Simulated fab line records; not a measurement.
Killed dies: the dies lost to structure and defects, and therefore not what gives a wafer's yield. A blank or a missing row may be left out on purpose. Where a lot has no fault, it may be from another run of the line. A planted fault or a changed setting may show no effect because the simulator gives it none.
One fault seen from 2 desks || flow n5Finfet || only its own numbers are on each desk; what lay behind them is given at the end

## AT THE TOOL OWNER'S DESK: pvdSputter-03
The tool's own readings at N5_BEOL_M4_HM_DEP_02 (deposits TiN, target thk 20 nm): means of the sampled wafers that have a number, for each lot that ran on this tool. If a lot's mean is further than 4 standard deviations from the usual mean, the lot is out of limits and carries the mark OUT (the distance appears in the brackets).
Columns: A = chamberPressurePa at N5_BEOL_M4_HM_DEP_02, usual 0.4998 Pa; B = substrateTempC at N5_BEOL_M4_HM_DEP_02, usual 24.99 C; C = susceptorTempC at N5_BEOL_M4_HM_DEP_02, usual 24.99 C; D = throttleValvePct at N5_BEOL_M4_HM_DEP_02, usual 29.9 %
{"lot": "L919", "first seen here": "day 7 23:22", "A": 0.4994, "B": 24.87, "C": 24.97, "D": 29.3}
{"lot": "L936", "first seen here": "day 12 07:03", "A": 0.4996, "B": 25.02, "C": 25.11, "D": 29.5}
{"lot": "L939", "first seen here": "day 12 22:25", "A": 0.5006, "B": 25.02, "C": 24.92, "D": 29.5}
Finding of this desk: none of the 3 lots has anything out of limits.

## METROLOGY DESK
Means of the sampled wafers that have a number, per lot and without regard to the tool the lot ran on: this is what the gauges read. If a lot's mean is further than 4 standard deviations from the usual mean, the lot is out of limits and carries the mark OUT (the distance appears in the brackets). 7 of its 11 readings are shown, namely those furthest out on some lot.
Columns: A = DIBL_N at N5_BEOL_M4_RC_MEAS_101, usual 36.4 mV/V; B = DIBL_P at N5_BEOL_M4_RC_MEAS_101, usual 36.6 mV/V; C = IOFF_N at N5_BEOL_M4_RC_MEAS_101, usual 0.155 nA/um; D = IOFF_P at N5_BEOL_M4_RC_MEAS_101, usual 0.211 nA/um; E = ION_N at N5_BEOL_M4_RC_MEAS_101, usual 671 uA/um; F = ION_P at N5_BEOL_M4_RC_MEAS_101, usual 462 uA/um; G = VT_P at N5_BEOL_M4_RC_MEAS_101, usual -250.1 mV
{"lot": "L918", "first seen here": "day 7 17:35", "A": 35.6, "B": 35.0, "C": 0.138, "D": 0.194, "E": 675, "F": 461, "G": -251.8}
{"lot": "L919", "first seen here": "day 8 00:31", "A": 36.1, "B": 35.9, "C": 0.153, "D": 0.207, "E": 672, "F": 464, "G": -250.5}
{"lot": "L922", "first seen here": "day 8 06:32", "A": 35.6, "B": 35.3, "C": 0.140, "D": 0.167, "E": 666, "F": 451, "G": -255.5}
{"lot": "L923", "first seen here": "day 8 17:02", "A": 34.3, "B": 34.1, "C": 0.131, "D": 0.210, "E": 659, "F": 464, "G": -249.5}
{"lot": "L925", "first seen here": "day 9 08:40", "A": 36.8, "B": 38.2, "C": 0.167, "D": 0.232, "E": 675, "F": 464, "G": -246.8}
{"lot": "L935", "first seen here": "day 11 16:04", "A": 37.4, "B": 37.5, "C": 0.163, "D": 0.219, "E": 668, "F": 460, "G": -249.6}
{"lot": "L936", "first seen here": "day 12 08:01", "A": 35.6, "B": 37.7, "C": 0.164, "D": 0.219, "E": 672, "F": 465, "G": -248.7}
{"lot": "L937", "first seen here": "day 12 10:09", "A": 37.4, "B": 37.9, "C": 0.172, "D": 0.216, "E": 676, "F": 460, "G": -249.6}
{"lot": "L938", "first seen here": "day 12 13:05", "A": 36.7, "B": 37.8, "C": 0.162, "D": 0.211, "E": 668, "F": 458, "G": -249.6}
{"lot": "L939", "first seen here": "day 12 23:55", "A": 39.1, "B": 40.7, "C": 0.204, "D": 0.262, "E": 687, "F": 470, "G": -247.6}
{"lot": "L940", "first seen here": "day 13 00:53", "A": 33.9, "B": 34.7, "C": 0.141, "D": 0.188, "E": 675, "F": 469, "G": -250.1}
{"lot": "L941", "first seen here": "day 13 09:27", "A": 37.5, "B": 37.6, "C": 0.163, "D": 0.175, "E": 680, "F": 457, "G": -256.7}
Finding of this desk: none of the 12 lots has anything out of limits.

## ALL TOGETHER
The desk of the tool owner found nothing out of limits.
At the metrology desk, nothing out of limits was observed.

## WHAT WAS PUT IN BY THE SIMULATOR
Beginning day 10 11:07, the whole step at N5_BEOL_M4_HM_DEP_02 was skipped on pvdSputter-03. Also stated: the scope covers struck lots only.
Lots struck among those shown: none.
